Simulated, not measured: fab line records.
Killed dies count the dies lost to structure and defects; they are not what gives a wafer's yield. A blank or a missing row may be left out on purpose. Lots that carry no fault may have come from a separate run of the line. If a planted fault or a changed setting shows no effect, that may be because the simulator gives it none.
A struck lot beside a sound one -- flow nand harc -- 15 steps out of a route of 1302
Sound: these wafers, L399.2, L399.4, L399.6. Wafers L402.3, L402.4, L402.6 were the ones struck. The cause comes at the end.
Order at every step that has rows: each side's tool, ch and its chambers, its first start. Under that, the readings that differ: sound wafers -- struck wafers -- difference of the means -- sigmas: that difference in standard deviations of wafers without a fault.
alike: same words and numbers on both sides, and readings whose means sit less than 2 such deviations apart. not compared: any withheld reading, any reading some wafer has no value for, any bound like >300 that may hide the same value, and any number with overlapping values for which the record gives no deviation.
Wherever a step has rows on one side only, a row that says differs or no value, or a row with sigmas, the two part there. When numbers do not overlap yet have no deviation, they are printed without sigmas and do not part them. Lack of a reading on every wafer of one side parts them only where that side has two or more wafers.

first, 5 steps without rows for these wafers: NHARC_A_BONDPAD_SOFTBAKE_04 (time 70 s); NHARC_A_BONDPAD_EBR_05; NHARC_A_BONDPAD_EXPOSE_06 (exposes mask A BPAD); NHARC_A_BONDPAD_PEB_07 (peb time 80 s); NHARC_A_BONDPAD_DEVELOP_08 (time 50 s).
NHARC_A_BONDPAD_CD_MEAS_09: target cd 500 nm.
  sound on cd sem-02 ch 0, day 23 17:17; struck on cd sem-01 ch 0, day 24 10:40
  alike: cd nm
NHARC_A_BONDPAD_OVL_MEAS_35:
  struck on overlay-01, day 24 10:46; sound on overlay-01, day 23 17:23
reading,sound,struck,difference,sigmas
overlay x nm (nm),-7 -7 -7,8 9 9,+16,+2
overlay y nm (nm),6 6 7,-7 -6 -7,-13,-2
then, 1 step without rows for these wafers: NHARC_A_BONDPAD_HARDBAKE_10 (time 65 s).
NHARC_A_BONDPAD_DESCUM_11: chemistry O2, time 3 s.
  sound on rie diel-10 ch 0,1,2, day 23 17:31; struck on rie diel-08 ch 1,3, day 24 10:53
  alike: drypump motor current A, oes product au, rf vpp V, showerhead plenum p Torr, throttle valve pct
  not compared: rf hours counter h
NHARC_A_BONDPAD_ETCH_34: etches the open film in N2/H2, target depth 60 nm, overetch 18 nm, time 65.91 s.
  sound on rie diel-10 ch 0,1, day 23 17:37; struck on rie diel-08 ch 0,2, day 24 10:58
  alike: drypump motor current A, oes product au, rf vpp V, showerhead plenum p Torr, throttle valve pct
  not compared: rf hours counter h
NHARC_A_BONDPAD_ETCH_12: etches the open film in CHF3/O2, target depth 220 nm, time 110 s.
  sound: rie diel-10 ch 0,1,2; struck: rie diel-08 ch 0,1,2
  alike: drypump motor current A, oes product au, rf vpp V, showerhead plenum p Torr, throttle valve pct
  not compared: rf hours counter h
NHARC_A_BONDPAD_CD_MEAS_13:
  struck on cd sem-03, day 24 11:12; sound on cd sem-03, day 23 17:52
  alike: cd nm
NHARC_A_BONDPAD_STRIP_15: strips in O2.
  sound on rie diel-13 ch 1,3, day 23 17:57; struck on rie diel-13 ch 1,3, day 24 11:17
  no value came back on the struck wafers for any of 7 readings (bias w (W), chamber pressure mTorr (mTorr) and others); on the sound wafers bias w (W) reads 0 0 0
  not compared: rf hours counter h
NHARC_A_BONDPAD_ETCH_24: etches the open film in CF4/N2, target depth 30 nm, time 72.99 s.
  sound on rie diel-13 ch 0,1,3; struck on rie diel-13 ch 0,1,2, day 24 11:26
  alike: drypump motor current A, oes product au, rf vpp V, showerhead plenum p Torr, throttle valve pct
  not compared: rf hours counter h
NHARC_END_SORT_01:
  sound on prober-01 ch 0, day 25 03:57; struck on prober-01 ch 0, day 26 04:25
  alike: defect limited yield, killed at array, killed at other, killed at periphery, killed dies, killed open, killed short

WHERE THEY PART
Last at NHARC_A_BONDPAD_STRIP_15 as far as this record goes, first at NHARC_A_BONDPAD_OVL_MEAS_35. Later steps at which nothing parts them and some readings are alike: NHARC_A_BONDPAD_ETCH_24, NHARC_END_SORT_01.

WHY: the cause the simulator had injected
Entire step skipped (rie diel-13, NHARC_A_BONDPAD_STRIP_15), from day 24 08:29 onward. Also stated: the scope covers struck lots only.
